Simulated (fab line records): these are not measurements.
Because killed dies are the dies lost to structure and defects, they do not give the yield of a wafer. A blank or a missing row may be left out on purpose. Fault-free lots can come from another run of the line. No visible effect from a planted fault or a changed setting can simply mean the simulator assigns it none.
Matching of chambers / flow nand-harc / NHARC_A_BONDPAD_STRIP_15 on rie-diel-11: 4 sister chambers
The step strips in O2. 24 wafers are shown with their chamber, then 12 later ones without.

## WAFERS WITH THEIR CHAMBER
wafer=L075.1; chamber=1; showerhead-plenum-p-Torr (Torr)=3.30; drypump-motor-current-A (A)=6.1; rf-vpp-V (V)=56.9
wafer=L075.4; chamber=0; showerhead-plenum-p-Torr (Torr)=3.72; drypump-motor-current-A (A)=5.4; rf-vpp-V (V)=58.2
wafer=L075.5; chamber=3; showerhead-plenum-p-Torr (Torr)=3.67; drypump-motor-current-A (A)=5.1; rf-vpp-V (V)=57.6
wafer=L074.2; chamber=2; showerhead-plenum-p-Torr (Torr)=3.34; drypump-motor-current-A (A)=5.8; rf-vpp-V (V)=57.7
wafer=L074.5; chamber=2; showerhead-plenum-p-Torr (Torr)=3.34; drypump-motor-current-A (A)=5.8; rf-vpp-V (V)=58.9
wafer=L074.6; chamber=3; showerhead-plenum-p-Torr (Torr)=3.67; drypump-motor-current-A (A)=5.1; rf-vpp-V (V)=58.0
wafer=L078.4; chamber=2; showerhead-plenum-p-Torr (Torr)=3.34; drypump-motor-current-A (A)=5.8; rf-vpp-V (V)=57.0
wafer=L078.5; chamber=0; showerhead-plenum-p-Torr (Torr)=3.72; drypump-motor-current-A (A)=5.4; rf-vpp-V (V)=58.2
wafer=L078.6; chamber=1; showerhead-plenum-p-Torr (Torr)=3.30; drypump-motor-current-A (A)=6.1; rf-vpp-V (V)=57.6
wafer=L079.1; chamber=0; showerhead-plenum-p-Torr (Torr)=3.72; drypump-motor-current-A (A)=5.4; rf-vpp-V (V)=58.9
wafer=L079.3; chamber=1; showerhead-plenum-p-Torr (Torr)=3.30; drypump-motor-current-A (A)=6.0; rf-vpp-V (V)=57.6
wafer=L079.5; chamber=0; showerhead-plenum-p-Torr (Torr)=3.72; drypump-motor-current-A (A)=5.4; rf-vpp-V (V)=58.2
wafer=L082.2; chamber=1; showerhead-plenum-p-Torr (Torr)=3.30; drypump-motor-current-A (A)=6.1; rf-vpp-V (V)=57.1
wafer=L082.5; chamber=1; showerhead-plenum-p-Torr (Torr)=3.30; drypump-motor-current-A (A)=6.1; rf-vpp-V (V)=58.1
wafer=L082.6; chamber=2; showerhead-plenum-p-Torr (Torr)=3.33; drypump-motor-current-A (A)=5.8; rf-vpp-V (V)=57.3
wafer=L084.4; chamber=2; showerhead-plenum-p-Torr (Torr)=3.33; drypump-motor-current-A (A)=5.8; rf-vpp-V (V)=56.8
wafer=L084.5; chamber=2; showerhead-plenum-p-Torr (Torr)=3.33; drypump-motor-current-A (A)=5.8; rf-vpp-V (V)=56.9
wafer=L084.6; chamber=3; showerhead-plenum-p-Torr (Torr)=3.66; drypump-motor-current-A (A)=5.0; rf-vpp-V (V)=57.7
wafer=L085.2; chamber=1; showerhead-plenum-p-Torr (Torr)=3.30; drypump-motor-current-A (A)=6.1; rf-vpp-V (V)=57.9
wafer=L085.3; chamber=0; showerhead-plenum-p-Torr (Torr)=3.71; drypump-motor-current-A (A)=5.4; rf-vpp-V (V)=58.2
wafer=L085.5; chamber=2; showerhead-plenum-p-Torr (Torr)=3.33; drypump-motor-current-A (A)=5.8; rf-vpp-V (V)=57.6
wafer=L086.1; chamber=0; showerhead-plenum-p-Torr (Torr)=3.71; drypump-motor-current-A (A)=5.4; rf-vpp-V (V)=59.5
wafer=L086.2; chamber=3; showerhead-plenum-p-Torr (Torr)=3.66; drypump-motor-current-A (A)=5.1; rf-vpp-V (V)=59.8
wafer=L086.6; chamber=0; showerhead-plenum-p-Torr (Torr)=3.71; drypump-motor-current-A (A)=5.4; rf-vpp-V (V)=57.5

SIGNATURES (averages over the wafers above)
reading=showerhead-plenum-p-Torr; chamber 0=3.7157; chamber 1=3.3000; chamber 2=3.3343; chamber 3=3.6650; scatter within a chamber=0.00471
reading=drypump-motor-current-A; chamber 0=5.400; chamber 1=6.083; chamber 2=5.800; chamber 3=5.075; scatter within a chamber=0.0281
reading=rf-vpp-V; chamber 0=58.386; chamber 1=57.533; chamber 2=57.457; chamber 3=58.275; scatter within a chamber=0.7
Rule: distance of a wafer from a chamber = root of the sum over the readings of ((wafer's reading minus chamber's mean) / reading's scatter) squared. If the next closest chamber is less than 2 further off than the closest, the wafer can't be placed; otherwise it belongs to the closest. The scatter: the root of (the sum of the squares of (reading less its chamber's mean) over the shown wafers, divided by (wafers less chambers)).

## WAFERS WITH NO CHAMBER GIVEN
wafer=L089.2; showerhead-plenum-p-Torr (Torr)=3.29; drypump-motor-current-A (A)=6.1; rf-vpp-V (V)=56.7
wafer=L089.4; showerhead-plenum-p-Torr (Torr)=3.65; drypump-motor-current-A (A)=5.1; rf-vpp-V (V)=58.5
wafer=L089.5; showerhead-plenum-p-Torr (Torr)=3.29; drypump-motor-current-A (A)=6.1; rf-vpp-V (V)=57.1
wafer=L091.1; showerhead-plenum-p-Torr (Torr)=3.65; drypump-motor-current-A (A)=5.1; rf-vpp-V (V)=56.7
wafer=L091.3; showerhead-plenum-p-Torr (Torr)=3.29; drypump-motor-current-A (A)=6.1; rf-vpp-V (V)=58.0
wafer=L091.5; showerhead-plenum-p-Torr (Torr)=3.65; drypump-motor-current-A (A)=5.0; rf-vpp-V (V)=58.6
wafer=L088.1; showerhead-plenum-p-Torr (Torr)=3.65; drypump-motor-current-A (A)=5.1; rf-vpp-V (V)=57.5
wafer=L088.2; showerhead-plenum-p-Torr (Torr)=3.29; drypump-motor-current-A (A)=6.1; rf-vpp-V (V)=56.2
wafer=L088.3; showerhead-plenum-p-Torr (Torr)=3.33; drypump-motor-current-A (A)=5.8; rf-vpp-V (V)=58.4
wafer=L096.1; showerhead-plenum-p-Torr (Torr)=3.29; drypump-motor-current-A (A)=6.1; rf-vpp-V (V)=56.1
wafer=L096.4; showerhead-plenum-p-Torr (Torr)=3.32; drypump-motor-current-A (A)=5.8; rf-vpp-V (V)=56.8
wafer=L096.5; showerhead-plenum-p-Torr (Torr)=3.29; drypump-motor-current-A (A)=6.1; rf-vpp-V (V)=57.2

## EACH ONE'S CHAMBER
wafer=L089.2; from the rows above=1; in truth=1
wafer=L089.4; from the rows above=3; in truth=3
wafer=L089.5; from the rows above=1; in truth=1
wafer=L091.1; from the rows above=3; in truth=3
wafer=L091.3; from the rows above=1; in truth=1
wafer=L091.5; from the rows above=3; in truth=3
wafer=L088.1; from the rows above=3; in truth=3
wafer=L088.2; from the rows above=1; in truth=1
wafer=L088.3; from the rows above=2; in truth=2
wafer=L096.1; from the rows above=1; in truth=1
wafer=L096.4; from the rows above=2; in truth=2
wafer=L096.5; from the rows above=1; in truth=1
12 of 12 placed correctly. From these rows, 0 cannot be placed. 0 placed wrongly.
